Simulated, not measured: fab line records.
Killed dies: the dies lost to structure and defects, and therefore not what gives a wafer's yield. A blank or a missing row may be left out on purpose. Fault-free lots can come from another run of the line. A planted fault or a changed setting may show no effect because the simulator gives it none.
Struck lot and sound lot, side by side + flow n5 finfet + 37 out of 1938 route steps
Sound: the wafers L732.1, L732.2, L732.4. Struck: wafers L733.3, L733.4, L733.6. The cause comes at the end.
For every step that has rows: the tool of each side, followed by ch and its chambers, followed by its first start. Under that, the readings that differ: sound wafers + struck wafers + difference of the means + sigmas: that difference in standard deviations of wafers without a fault.
alike: readings with means less than 2 such deviations apart, plus words and numbers identical on both sides. not compared: withheld readings, readings lacking a value on some wafer, bounds such as >300 that could conceal the same value, and numbers that have no deviation in the record and whose values overlap.
A row with sigmas, a row that says differs or no value, or rows on one side alone: a step with any of these is where the two part. Non-overlapping numbers with no deviation appear without sigmas and do not part them. A reading missing from all wafers of one side parts the sides only when that side holds two or more wafers.

first, 8 steps without rows for these wafers: N5_BEOL_M0_ECD_118 (material Cu, target thk 300 nm); N5_BEOL_M0_ANNEAL_119 (time 90 s); N5_BEOL_M0_CMP_120 (polishes, stops on SiOC, t overpolish 6.9 s); N5_BEOL_M0_PRE_CLEAN_131 (time 15 s); N5_BEOL_M0_CO_CAP_123 (material Co, precursor CCTBA/H2, target thk 2 nm, time 102.1 s); N5_BEOL_M0_PRE_CLEAN_124 (time 15 s); N5_BEOL_M0_DEP_125 (deposits SiCN from 3MS/NH3, target thk 8 nm, time 14 s); N5_BEOL_M1_ILD_DEP_00 (deposits SiOC from DEMS/O2, target thk 79 nm, time 15.3 s).
N5_BEOL_M1_PECVD_72: deposits SiO2 from TEOS/O2, target thk 16 nm, time 18 s.
  sound on pecvd-01 ch 0,2, day 8 02:01; struck on pecvd-02 ch 0,1, day 8 08:47
| reading                                    | sound        | struck       | difference | sigmas |
|--------------------------------------------|--------------|--------------|------------|--------|
| model.SiO2_of_BEOL_M1_PECVD_72.thk nm (nm) | 15.8 15.8 16 | 16.6 17.2 17 | +1.1       |        |
  alike: heater power w, showerhead plenum p Torr, throttle valve pct
then, 25 steps without rows for these wafers: N5_BEOL_M1_HM_DEP_02 (deposits TiN, target thk 20 nm); N5_BEOL_M1_COAT_61 (time 60 s, resist thk 60 nm); N5_BEOL_M1_COAT_62 (time 60 s, resist thk 12 nm); N5_BEOL_M1_COAT_73 (time 60 s, resist thk 5 nm); N5_BEOL_M1_COAT_05 (resist thk 30 nm); N5_BEOL_M1_EBR_07; N5_BEOL_M1_SOFTBAKE_06 (time 60 s); N5_BEOL_M1_EXPOSE_08 (exposes mask M1); N5_BEOL_M1_PEB_09 (peb time 60 s); N5_BEOL_M1_DEVELOP_10 (develop time 30 s); N5_BEOL_M1_DESCUM_16 (chemistry O2, time 7 s); N5_BEOL_M1_ETCH_74 (etches underlayer in N2/H2, target depth 6.5 nm, time 5.2 s); N5_BEOL_M1_ETCH_63 (etches SiARC in CF4, target depth 15.6 nm, time 26 s); N5_BEOL_M1_ETCH_64 (etches SOC in N2/H2, target depth 75 nm, overetch 15 nm, time 112.5 s); N5_BEOL_M1_STRIP_65 (strips in N2/H2); N5_BEOL_M1_STRIP_75 (strips in N2/H2); N5_BEOL_M1_STRIP_66 (strips in CF4); N5_BEOL_M1_HM_OPEN_17 (chemistry Cl2/BCl3, target TiN, target depth 20 nm, overetch 6 nm); N5_BEOL_M1_STRIP_19 (strips in O2); N5_BEOL_M1_COAT_67 (time 60 s, resist thk 60 nm); N5_BEOL_M1_COAT_68 (time 60 s, resist thk 12 nm); N5_BEOL_M1_COAT_76 (time 60 s, resist thk 5 nm); N5_BEOL_M1_COAT_22 (resist thk 30 nm); N5_BEOL_M1_EBR_24; N5_BEOL_M1_SOFTBAKE_23 (time 60 s).
N5_BEOL_M1_HM_STRIP_39: strips TiN in peroxide tin strip, target depth 25 nm, time 158 s.
  sound on wet bench-02 ch 2,5,7, day 8 16:53; struck on wet bench-02 ch 2,4,5, day 8 14:50
| reading                                    | sound          | struck       | difference | sigmas |
|--------------------------------------------|----------------|--------------|------------|--------|
| model.SiO2_of_BEOL_M1_PECVD_72.thk nm (nm) | 15.6 15.6 15.8 | 16.6 17 16.8 | +1.1       |        |
  alike: bath heat duty pct
-- record jumps: 3 days separate the struck wafers' starts on either side; left off in module BEOL_M1, taken up again in module BEOL_M4, whose first shown step is the route's number 1111 --
N5_BEOL_M4_RC_MEAS_101:
  sound on prober-02 ch 0, day 11 08:55; struck on prober-01 ch 0, day 11 04:14
  alike: DIBL_N, DIBL_P, IOFF_N, IOFF_P, ION_N, ION_P, SS_N, SS_P, VT_N, VT_P
-- the record jumps here: 5 days lie between the struck wafers' starts before and after (it left off in module BEOL_M4 and takes up again in module PASSIVATION, whose first step shown is number 1936 of the route) --
N5_PASSIVATION_PROBE_49:
  sound on prober-01, day 16 00:35; struck on prober-01, day 15 20:51
| reading         | sound | struck  | difference | sigmas |
|-----------------|-------|---------|------------|--------|
| killed at other | 0 4 0 | 11 11 4 | +7         | +2     |
  alike: defect limited yield, killed_at_M0_to_M3, killed_at_M4_up, killed at contacts, killed at front end, killed dies, killed open, killed short, sort_bin_5_function, sort_bin_6_memory, sort n pass, sort yield pct

## WHERE THEY PART
Within this record, at N5_PASSIVATION_PROBE_49 only.

WHY: the cause the simulator had injected
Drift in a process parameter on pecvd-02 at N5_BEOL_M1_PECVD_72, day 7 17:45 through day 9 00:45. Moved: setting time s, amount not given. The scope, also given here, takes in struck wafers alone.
